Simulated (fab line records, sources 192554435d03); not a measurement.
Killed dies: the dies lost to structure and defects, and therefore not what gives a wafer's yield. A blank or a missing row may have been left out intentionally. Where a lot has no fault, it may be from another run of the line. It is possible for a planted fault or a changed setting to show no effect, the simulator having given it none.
Which tool was responsible? || flow n5Finfet || Sampling: 9 lots, 27 wafers, 5 of 1938 route steps

WHAT THE GAUGES READ, wafer by wafer
N5_BEOL_M0_SAQP_INSPECT_16: inspects for defects (brightfield). Usual: 557 for rawDefectCount, sd 140.
{"lot": "L309", "measured": "day 5 19:13", "on": "defectInspect-01", "rawDefectCount": "457 525 661", "flag": ""}
{"lot": "L310", "measured": "day 6 00:02", "on": "defectInspect-01", "rawDefectCount": "419 516 445", "flag": ""}
{"lot": "L314", "measured": "day 6 22:20", "on": "defectInspect-02", "rawDefectCount": "445 481 523", "flag": ""}
{"lot": "L317", "measured": "day 7 17:47", "on": "defectInspect-02", "rawDefectCount": "451 400 379", "flag": ""}
{"lot": "L322", "measured": "day 9 08:01", "on": "defectInspect-01", "rawDefectCount": "614 732 485", "flag": ""}
{"lot": "L324", "measured": "day 9 17:11", "on": "defectInspect-01", "rawDefectCount": "497 451 416", "flag": ""}
{"lot": "L326", "measured": "day 10 02:13", "on": "defectInspect-02", "rawDefectCount": "815 701 547", "flag": ""}
{"lot": "L327", "measured": "day 10 15:08", "on": "defectInspect-02", "rawDefectCount": "375 635 370", "flag": ""}
{"lot": "L331", "measured": "day 11 06:51", "on": "defectInspect-02", "rawDefectCount": "669 668 451", "flag": ""}

N5_BEOL_M4_RC_MEAS_101. Usual: DIBL_N 36.2 mV/V, standard deviation 1.7; DIBL_P 36.6 mV/V, standard deviation 1.9; IOFF_N 0.16 nA/um, standard deviation 0.032; IOFF_P 0.21 nA/um, standard deviation 0.037; ION_N 675 uA/um, standard deviation 12; ION_P 460 uA/um, standard deviation 8.1; SS_N 71.4 mV/dec, standard deviation 0.58; SS_P 73.4 mV/dec, standard deviation 0.64; VT_N 249 mV, standard deviation 3.2; VT_P -252 mV, standard deviation 3.4.
{"lot": "L309", "measured": "day 8 01:22", "on": "prober-02", "DIBL_N (mV/V)": "36.7 36.4 33.9", "DIBL_P (mV/V)": "37.2 37.7 34.4", "IOFF_N (nA/um)": "0.17 0.16 0.13", "IOFF_P (nA/um)": "0.23 0.23 0.18", "ION_N (uA/um)": "665 687 668", "ION_P (uA/um)": "465 468 465", "SS_N (mV/dec)": "71.8 72.2 71.1", "SS_P (mV/dec)": "73.2 73.8 72.9", "VT_N (mV)": "250 250 252", "VT_P (mV)": "-248 -247 -250", "flag": ""}
{"lot": "L310", "measured": "day 8 10:26", "on": "prober-01", "DIBL_N (mV/V)": "38.3 40.0 36.8", "DIBL_P (mV/V)": "38.3 40.5 37.0", "IOFF_N (nA/um)": "0.19 0.24 0.18", "IOFF_P (nA/um)": "0.26 0.31 0.24", "ION_N (uA/um)": "684 685 685", "ION_P (uA/um)": "460 469 466", "SS_N (mV/dec)": "71.3 72.7 71.6", "SS_P (mV/dec)": "74.0 74.1 73.1", "VT_N (mV)": "246 244 247", "VT_P (mV)": "-247 -242 -246", "flag": ""}
{"lot": "L314", "measured": "day 9 08:15", "on": "prober-02", "DIBL_N (mV/V)": "35.1 34.4 36.1", "DIBL_P (mV/V)": "35.8 34.5 37.2", "IOFF_N (nA/um)": "0.15 0.14 0.18", "IOFF_P (nA/um)": "0.20 0.19 0.23", "ION_N (uA/um)": "688 674 681", "ION_P (uA/um)": "470 460 468", "SS_N (mV/dec)": "71.5 71.0 71.5", "SS_P (mV/dec)": "73.1 72.3 73.6", "VT_N (mV)": "249 246 246", "VT_P (mV)": "-250 -252 -248", "flag": ""}
{"lot": "L317", "measured": "day 9 16:11", "on": "prober-02", "DIBL_N (mV/V)": "35.6 33.9 34.7", "DIBL_P (mV/V)": "36.2 33.8 35.1", "IOFF_N (nA/um)": "0.16 0.12 0.14", "IOFF_P (nA/um)": "0.19 0.15 0.17", "ION_N (uA/um)": "684 671 676", "ION_P (uA/um)": "463 455 463", "SS_N (mV/dec)": "71.6 71.2 71.1", "SS_P (mV/dec)": "73.1 73.2 73.2", "VT_N (mV)": "248 253 249", "VT_P (mV)": "-250 -254 -253", "flag": ""}
{"lot": "L322", "measured": "day 11 07:01", "on": "prober-02", "DIBL_N (mV/V)": "38.6 34.5 37.6", "DIBL_P (mV/V)": "41.4 36.3 40.2", "IOFF_N (nA/um)": "0.21 0.13 0.18", "IOFF_P (nA/um)": "0.26 0.18 0.23", "ION_N (uA/um)": "679 668 681", "ION_P (uA/um)": "467 460 464", "SS_N (mV/dec)": "72.2 71.0 71.9", "SS_P (mV/dec)": "74.4 72.3 73.9", "VT_N (mV)": "246 253 247", "VT_P (mV)": "-249 -252 -254", "flag": ""}
{"lot": "L324", "measured": "day 12 01:31", "on": "prober-01", "DIBL_N (mV/V)": "35.6 37.8 35.9", "DIBL_P (mV/V)": "36.4 38.3 36.5", "IOFF_N (nA/um)": "0.15 0.20 0.15", "IOFF_P (nA/um)": "0.20 0.23 0.21", "ION_N (uA/um)": "665 670 678", "ION_P (uA/um)": "455 455 462", "SS_N (mV/dec)": "71.0 72.0 71.7", "SS_P (mV/dec)": "73.4 73.8 73.6", "VT_N (mV)": "251 246 251", "VT_P (mV)": "-249 -251 -252", "flag": ""}
{"lot": "L326", "measured": "day 12 03:40", "on": "prober-01", "DIBL_N (mV/V)": "34.6 36.3 36.0", "DIBL_P (mV/V)": "34.0 37.4 36.6", "IOFF_N (nA/um)": "0.14 0.16 0.15", "IOFF_P (nA/um)": "0.15 0.19 0.17", "ION_N (uA/um)": "679 667 680", "ION_P (uA/um)": "461 451 455", "SS_N (mV/dec)": "70.6 71.6 72.1", "SS_P (mV/dec)": "73.0 73.7 73.5", "VT_N (mV)": "249 250 250", "VT_P (mV)": "-256 -254 -256", "flag": ""}
{"lot": "L327", "measured": "day 12 18:07", "on": "prober-02", "DIBL_N (mV/V)": "36.1 34.3 35.9", "DIBL_P (mV/V)": "38.3 35.7 37.9", "IOFF_N (nA/um)": "0.17 0.14 0.17", "IOFF_P (nA/um)": "0.23 0.19 0.22", "ION_N (uA/um)": "681 670 683", "ION_P (uA/um)": "468 466 465", "SS_N (mV/dec)": "71.4 70.0 70.7", "SS_P (mV/dec)": "73.1 73.2 73.0", "VT_N (mV)": "244 251 248", "VT_P (mV)": "-250 -252 -250", "flag": ""}
{"lot": "L331", "measured": "day 13 08:45", "on": "prober-02", "DIBL_N (mV/V)": "37.0 35.7 37.2", "DIBL_P (mV/V)": "35.9 34.2 37.3", "IOFF_N (nA/um)": "0.16 0.13 0.17", "IOFF_P (nA/um)": "0.21 0.19 0.23", "ION_N (uA/um)": "680 666 684", "ION_P (uA/um)": "465 460 469", "SS_N (mV/dec)": "71.2 69.8 71.0", "SS_P (mV/dec)": "72.9 72.2 73.9", "VT_N (mV)": "249 254 249", "VT_P (mV)": "-253 -250 -247", "flag": ""}

WHAT TOOL EACH LOT RAN ON (gives the tool, then ch and the chambers of the sampled wafers, and finally the start)
{"lot": "L309", "N5_BEOL_M0_SAQP_PECVD_97": "pecvd-02 ch 0,2, day 5 18:32", "N5_BEOL_M0_SAQP_MANDREL_ETCH_20": "rieSi-02 ch 2,3, day 5 19:32", "N5_BEOL_M0_SAQP_STRIP_86": "rieDiel-01 ch 0,1,2, day 5 19:47"}
{"lot": "L310", "N5_BEOL_M0_SAQP_PECVD_97": "pecvd-04 ch 0,1,2, day 5 23:29", "N5_BEOL_M0_SAQP_MANDREL_ETCH_20": "rieSi-04 ch 0,1,3, day 6 00:21", "N5_BEOL_M0_SAQP_STRIP_86": "rieDiel-01 ch 1,2,3, day 6 00:28"}
{"lot": "L314", "N5_BEOL_M0_SAQP_PECVD_97": "pecvd-01 ch 1,2, day 6 21:37", "N5_BEOL_M0_SAQP_MANDREL_ETCH_20": "rieSi-05 ch 0,2,3, day 6 22:38", "N5_BEOL_M0_SAQP_STRIP_86": "rieDiel-01 ch 1,2, day 6 22:44"}
{"lot": "L317", "N5_BEOL_M0_SAQP_PECVD_97": "pecvd-01 ch 0,2, day 7 17:07", "N5_BEOL_M0_SAQP_MANDREL_ETCH_20": "rieSi-02 ch 1,2, day 7 18:06", "N5_BEOL_M0_SAQP_STRIP_86": "rieDiel-03 ch 0,1,3, day 7 18:12"}
{"lot": "L322", "N5_BEOL_M0_SAQP_PECVD_97": "pecvd-01 ch 0,1,2, day 9 07:20", "N5_BEOL_M0_SAQP_MANDREL_ETCH_20": "rieSi-05 ch 1,2, day 9 08:28", "N5_BEOL_M0_SAQP_STRIP_86": "rieDiel-03 ch 0,2,3, day 9 08:34"}
{"lot": "L324", "N5_BEOL_M0_SAQP_PECVD_97": "pecvd-02 ch 0,1, day 9 16:27", "N5_BEOL_M0_SAQP_MANDREL_ETCH_20": "rieSi-05 ch 1,3, day 9 17:30", "N5_BEOL_M0_SAQP_STRIP_86": "rieDiel-03 ch 0,1,3, day 9 17:36"}
{"lot": "L326", "N5_BEOL_M0_SAQP_PECVD_97": "pecvd-01 ch 1,2, day 10 01:30", "N5_BEOL_M0_SAQP_MANDREL_ETCH_20": "rieSi-02 ch 1,2,3, day 10 02:33", "N5_BEOL_M0_SAQP_STRIP_86": "rieDiel-03 ch 0,2,3, day 10 02:39"}
{"lot": "L327", "N5_BEOL_M0_SAQP_PECVD_97": "pecvd-01 ch 0,1,2, day 10 14:34", "N5_BEOL_M0_SAQP_MANDREL_ETCH_20": "rieSi-04 ch 0,2, day 10 15:26", "N5_BEOL_M0_SAQP_STRIP_86": "rieDiel-02 ch 0,2, day 10 15:32"}
{"lot": "L331", "N5_BEOL_M0_SAQP_PECVD_97": "pecvd-04 ch 0,2, day 11 06:11", "N5_BEOL_M0_SAQP_MANDREL_ETCH_20": "rieSi-04 ch 0,1, day 11 07:20", "N5_BEOL_M0_SAQP_STRIP_86": "rieDiel-01 ch 1,2, day 11 07:26"}
- N5_BEOL_M0_SAQP_PECVD_97: deposits SiNx from SiH4/NH3/N2, target thk 23 nm, time 19.9 s.
- N5_BEOL_M0_SAQP_MANDREL_ETCH_20: etches a-Si in HBr/Cl2, stops on SiNx, target depth 60 nm, bt time 10 s, time 30 s.
- N5_BEOL_M0_SAQP_STRIP_86: strips in N2/H2.

AS READ BY THE TOOLS THEMSELVES (means over the sampled wafers that have a number; for cases with no such wafer, the mark the record gives instead)
N5_BEOL_M0_SAQP_PECVD_97. Usual: heaterPowerW 548 W, standard deviation 64; rfFwdPowerW 296.9 W, standard deviation 1.2; showerheadPlenumPTorr 5.13 Torr, standard deviation 0.057; throttleValvePct 39.5 %, standard deviation 1.4.
{"lot": "L309", "tool": "pecvd-02", "heaterPowerW (W)": 623, "rfFwdPowerW (W)": 297.5, "showerheadPlenumPTorr (Torr)": 5.13, "throttleValvePct (%)": 39.4, "flag": ""}
{"lot": "L310", "tool": "pecvd-04", "heaterPowerW (W)": 572, "rfFwdPowerW (W)": 297.3, "showerheadPlenumPTorr (Torr)": 5.15, "throttleValvePct (%)": 38.9, "flag": ""}
{"lot": "L314", "tool": "pecvd-01", "heaterPowerW (W)": 581, "rfFwdPowerW (W)": 295.6, "showerheadPlenumPTorr (Torr)": 5.10, "throttleValvePct (%)": 40.7, "flag": ""}
{"lot": "L317", "tool": "pecvd-01", "heaterPowerW (W)": 468, "rfFwdPowerW (W)": 295.7, "showerheadPlenumPTorr (Torr)": 5.13, "throttleValvePct (%)": 39.1, "flag": ""}
{"lot": "L322", "tool": "pecvd-01", "heaterPowerW (W)": 545, "rfFwdPowerW (W)": 296.7, "showerheadPlenumPTorr (Torr)": 5.10, "throttleValvePct (%)": 39.9, "flag": ""}
{"lot": "L324", "tool": "pecvd-02", "heaterPowerW (W)": 530, "rfFwdPowerW (W)": 297.8, "showerheadPlenumPTorr (Torr)": 5.14, "throttleValvePct (%)": 38.6, "flag": ""}
{"lot": "L326", "tool": "pecvd-01", "heaterPowerW (W)": 598, "rfFwdPowerW (W)": 295.4, "showerheadPlenumPTorr (Torr)": 5.10, "throttleValvePct (%)": 40.8, "flag": ""}
{"lot": "L327", "tool": "pecvd-01", "heaterPowerW (W)": 529, "rfFwdPowerW (W)": 296.1, "showerheadPlenumPTorr (Torr)": 5.11, "throttleValvePct (%)": 40.2, "flag": ""}
{"lot": "L331", "tool": "pecvd-04", "heaterPowerW (W)": 566, "rfFwdPowerW (W)": 297.2, "showerheadPlenumPTorr (Torr)": 5.08, "throttleValvePct (%)": 39.5, "flag": ""}

N5_BEOL_M0_SAQP_MANDREL_ETCH_20. Usual: drypumpMotorCurrentA 5.6 A, standard deviation 0.5; oesProductAu 0.778 a.u., standard deviation 0.012; rfFwdPowerW 794.4 W, standard deviation 2.8; throttleValvePct 35.6 %, standard deviation 0.37.
{"lot": "L309", "tool": "rieSi-02", "drypumpMotorCurrentA (A)": 5.7, "oesProductAu (a.u.)": 0.784, "rfFwdPowerW (W)": 793.0, "throttleValvePct (%)": 35.6, "flag": ""}
{"lot": "L310", "tool": "rieSi-04", "drypumpMotorCurrentA (A)": 6.0, "oesProductAu (a.u.)": 0.788, "rfFwdPowerW (W)": 795.3, "throttleValvePct (%)": 35.4, "flag": ""}
{"lot": "L314", "tool": "rieSi-05", "drypumpMotorCurrentA (A)": 5.1, "oesProductAu (a.u.)": 0.768, "rfFwdPowerW (W)": 794.3, "throttleValvePct (%)": 35.6, "flag": ""}
{"lot": "L317", "tool": "rieSi-02", "drypumpMotorCurrentA (A)": 5.3, "oesProductAu (a.u.)": 0.778, "rfFwdPowerW (W)": 791.9, "throttleValvePct (%)": 36.0, "flag": ""}
{"lot": "L322", "tool": "rieSi-05", "drypumpMotorCurrentA (A)": 5.3, "oesProductAu (a.u.)": 0.776, "rfFwdPowerW (W)": 793.7, "throttleValvePct (%)": 35.6, "flag": ""}
{"lot": "L324", "tool": "rieSi-05", "drypumpMotorCurrentA (A)": 5.0, "oesProductAu (a.u.)": 0.774, "rfFwdPowerW (W)": 924.7, "throttleValvePct (%)": 35.9, "flag": "OFF"}
{"lot": "L326", "tool": "rieSi-02", "drypumpMotorCurrentA (A)": 5.7, "oesProductAu (a.u.)": 0.771, "rfFwdPowerW (W)": 794.4, "throttleValvePct (%)": 35.6, "flag": ""}
{"lot": "L327", "tool": "rieSi-04", "drypumpMotorCurrentA (A)": 5.9, "oesProductAu (a.u.)": 0.783, "rfFwdPowerW (W)": 793.9, "throttleValvePct (%)": 35.6, "flag": ""}
{"lot": "L331", "tool": "rieSi-04", "drypumpMotorCurrentA (A)": 6.1, "oesProductAu (a.u.)": 0.777, "rfFwdPowerW (W)": 792.6, "throttleValvePct (%)": 35.8, "flag": ""}

N5_BEOL_M0_SAQP_STRIP_86. Usual: biasPowerW 28.00 W, standard deviation 0.082; drypumpMotorCurrentA 5.9 A, standard deviation 0.5; oesProductAu 0.79 a.u., standard deviation 0.088; rfVppV 122.4 V, standard deviation 1.4; showerheadPlenumPTorr 3.42 Torr, standard deviation 0.086; throttleValvePct 18.9 %, standard deviation 0.36.
{"lot": "L309", "tool": "rieDiel-01", "biasPowerW (W)": 27.98, "drypumpMotorCurrentA (A)": 5.8, "oesProductAu (a.u.)": 0.87, "rfVppV (V)": 124.0, "showerheadPlenumPTorr (Torr)": 3.48, "throttleValvePct (%)": 18.6, "flag": ""}
{"lot": "L310", "tool": "rieDiel-01", "biasPowerW (W)": 27.97, "drypumpMotorCurrentA (A)": 6.0, "oesProductAu (a.u.)": 0.80, "rfVppV (V)": 123.9, "showerheadPlenumPTorr (Torr)": 3.46, "throttleValvePct (%)": 18.7, "flag": ""}
{"lot": "L314", "tool": "rieDiel-01", "biasPowerW (W)": 27.94, "drypumpMotorCurrentA (A)": 5.8, "oesProductAu (a.u.)": 0.79, "rfVppV (V)": 121.4, "showerheadPlenumPTorr (Torr)": 3.50, "throttleValvePct (%)": 18.5, "flag": ""}
{"lot": "L317", "tool": "rieDiel-03", "biasPowerW (W)": 28.02, "drypumpMotorCurrentA (A)": 6.2, "oesProductAu (a.u.)": 0.75, "rfVppV (V)": 123.0, "showerheadPlenumPTorr (Torr)": 3.45, "throttleValvePct (%)": 19.2, "flag": ""}
{"lot": "L322", "tool": "rieDiel-03", "biasPowerW (W)": 27.99, "drypumpMotorCurrentA (A)": 5.9, "oesProductAu (a.u.)": 0.79, "rfVppV (V)": 122.3, "showerheadPlenumPTorr (Torr)": 3.38, "throttleValvePct (%)": 19.1, "flag": ""}
{"lot": "L324", "tool": "rieDiel-03", "biasPowerW (W)": 27.95, "drypumpMotorCurrentA (A)": 6.3, "oesProductAu (a.u.)": 0.74, "rfVppV (V)": 122.1, "showerheadPlenumPTorr (Torr)": 3.45, "throttleValvePct (%)": 19.2, "flag": ""}
{"lot": "L326", "tool": "rieDiel-03", "biasPowerW (W)": 28.05, "drypumpMotorCurrentA (A)": 5.8, "oesProductAu (a.u.)": 0.78, "rfVppV (V)": 123.2, "showerheadPlenumPTorr (Torr)": 3.38, "throttleValvePct (%)": 19.1, "flag": ""}
{"lot": "L327", "tool": "rieDiel-02", "biasPowerW (W)": 28.07, "drypumpMotorCurrentA (A)": 6.0, "oesProductAu (a.u.)": 0.70, "rfVppV (V)": 122.5, "showerheadPlenumPTorr (Torr)": 3.37, "throttleValvePct (%)": 19.2, "flag": ""}
{"lot": "L331", "tool": "rieDiel-01", "biasPowerW (W)": 28.05, "drypumpMotorCurrentA (A)": 5.8, "oesProductAu (a.u.)": 0.75, "rfVppV (V)": 122.7, "showerheadPlenumPTorr (Torr)": 3.49, "throttleValvePct (%)": 18.6, "flag": ""}

THE ANSWER, worked out from the rows above alone
Rule: a lot counts as off when the mean over its wafers that have a number is more than 3 standard deviations away from the usual mean. Also off: a lot with no number at a reading for which 4 or more lots have one. The other lots that the step has rows for count as sound. The gauges are gone through in route order, then the tools' own readings, and for those a lot's mean is taken as printed above. The first step at which some lot is off is used, and at that step the reading that is off furthest; a lot without a number counts as furthest.
Off, at N5_BEOL_M0_SAQP_MANDREL_ETCH_20 on rfFwdPowerW: L324.
If a tool, at that step or one of the process steps before it, ran each lot that is off and ran no sound lot following the first of them, it fits. This does not decide it: 2 tools fit, namely pecvd-02 at N5_BEOL_M0_SAQP_PECVD_97 and rieSi-05 at N5_BEOL_M0_SAQP_MANDREL_ETCH_20.

WHAT HAD BEEN PUT IN BY THE SIMULATOR
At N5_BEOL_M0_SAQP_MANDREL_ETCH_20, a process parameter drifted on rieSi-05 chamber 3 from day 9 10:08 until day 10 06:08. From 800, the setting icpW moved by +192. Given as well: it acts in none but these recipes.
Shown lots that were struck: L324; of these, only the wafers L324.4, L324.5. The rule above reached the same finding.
